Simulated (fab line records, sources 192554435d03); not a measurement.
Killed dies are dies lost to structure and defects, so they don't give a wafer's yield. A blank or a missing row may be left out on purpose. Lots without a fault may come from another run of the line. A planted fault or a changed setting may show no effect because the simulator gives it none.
Chamber matching | flow n5_finfet | N5_BEOL_M12_DESCUM_15 on rie_diel-06: 4 sister chambers
The step chemistry O2, time 7.9 s. 8 wafers are shown with their chamber, then 8 later ones without.

WAFERS WITH THEIR CHAMBER
wafer  | chamber | showerhead_plenum_p_Torr (Torr) | throttle_valve_pct (%)
L076.3 | 0       | 2.22                            | 20.15
L080.1 | 2       | 2.12                            | 19.99
L080.2 | 3       | 2.18                            | 20.10
L080.6 | 0       | 2.22                            | 20.17
L079.1 | 1       | 2.03                            | 20.55
L079.5 | 2       | 2.12                            | 20.00
L079.6 | 1       | 2.03                            | 20.55
L090.2 | 3       | 2.17                            | 20.15

WAFERS WITHOUT THEIR CHAMBER
wafer  | showerhead_plenum_p_Torr (Torr) | throttle_valve_pct (%)
L090.5 | 2.21                            | 20.21
L090.6 | 2.02                            | 20.60
L095.4 | 2.02                            | 20.60
L095.5 | 2.11                            | 20.06
L095.6 | 2.02                            | 20.62
L094.2 | 2.02                            | 20.59
L094.3 | 2.21                            | 20.22
L094.5 | 2.02                            | 20.62

WHICH CHAMBER EACH WENT THROUGH
wafer  | from the rows above | in truth
L090.5 | 0                   | 0
L090.6 | 1                   | 1
L095.4 | 1                   | 1
L095.5 | 2                   | 2
L095.6 | 1                   | 1
L094.2 | 1                   | 1
L094.3 | 0                   | 0
L094.5 | 1                   | 1
Placed correctly: 8 of 8. Can't be placed from these rows: 0. Placed wrongly: 0.
How it was worked out, from the rows above alone: a wafer's distance from a chamber is the root of the sum, over the readings, of the square of ((its reading less the chamber's mean) divided by the reading's scatter). The wafer belongs to the nearest chamber; if the next one is less than 2 further off, it can't be placed. A chamber's mean is the mean of its shown wafers. The scatter: the root of (the sum of the squares of (reading less its chamber's mean) over the shown wafers, divided by (wafers less chambers)).
